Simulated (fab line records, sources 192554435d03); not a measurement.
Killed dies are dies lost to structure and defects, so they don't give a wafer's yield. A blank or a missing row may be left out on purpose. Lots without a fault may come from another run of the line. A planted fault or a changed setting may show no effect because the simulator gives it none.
Which tool did it? | flow n5_finfet | 9 lots, 27 wafers sampled, at 2 steps of a route of 1938

WHAT THE GAUGES READ, wafer by wafer
N5_FIN_SAQP_CD_MEAS_37: target cd 8 nm.
lot  | measured    | on        | cd_nm (nm)
L958 | day 2 01:47 | cd_sem-01 | 8.1 7.7 8.6
L960 | day 2 15:27 | cd_sem-03 | 7.9 7.8 8.1
L962 | day 3 01:48 | cd_sem-02 | 8.0 8.2 8.3
L963 | day 3 11:04 | cd_sem-02 | 8.2 7.9 8.3
L966 | day 4 02:15 | cd_sem-02 | 8.9 8.1 8.4
L972 | day 5 14:40 | cd_sem-01 | 8.0 8.3 8.8
L973 | day 5 20:45 | cd_sem-02 | 8.0 7.7 8.1
L975 | day 6 07:40 | cd_sem-02 | 7.9 8.3 8.1
L981 | day 7 21:40 | cd_sem-02 | 8.1 8.0 7.8

WHICH TOOL RAN EACH LOT (tool, then ch and the chambers of the sampled wafers, then the start)
lot  | N5_FIN_SAQP_ETCH_64
L958 | rie_si-05 ch 0,1,2, day 2 01:39
L960 | rie_si-05 ch 1,2,3, day 2 15:19
L962 | rie_si-04 ch 1,2,3, day 3 01:40
L963 | rie_si-03 ch 0,1,2, day 3 10:56
L966 | rie_si-05 ch 0,1,3, day 4 02:07
L972 | rie_si-05 ch 0,2,3, day 5 14:31
L973 | rie_si-03 ch 2,3, day 5 20:35
L975 | rie_si-04 ch 0,1,2, day 6 07:32
L981 | rie_si-05 ch 2,3, day 7 21:31
- N5_FIN_SAQP_ETCH_64: etches SiO2 in CF4, target depth 1.5 nm.

THE ANSWER, worked out from the rows above alone
Rule: what is usual is taken from the lots themselves. Put in order of their means at a reading, lots are off if they are a third of the lots or fewer, leave a main group of 4 or more, and stand apart from it by a gap of 3 or more times the standard deviation of the main group's means; of several such gaps the widest counts. A main group whose means are all the same, to the digits that the tables above print for the reading, isn't used. A lot without any number at a reading at which 4 lots or more have one is off too. The other lots that the step has rows for count as sound.
No lot is off at any reading shown: from this, nothing can be told.

WHAT THE SIMULATOR HAD PUT IN
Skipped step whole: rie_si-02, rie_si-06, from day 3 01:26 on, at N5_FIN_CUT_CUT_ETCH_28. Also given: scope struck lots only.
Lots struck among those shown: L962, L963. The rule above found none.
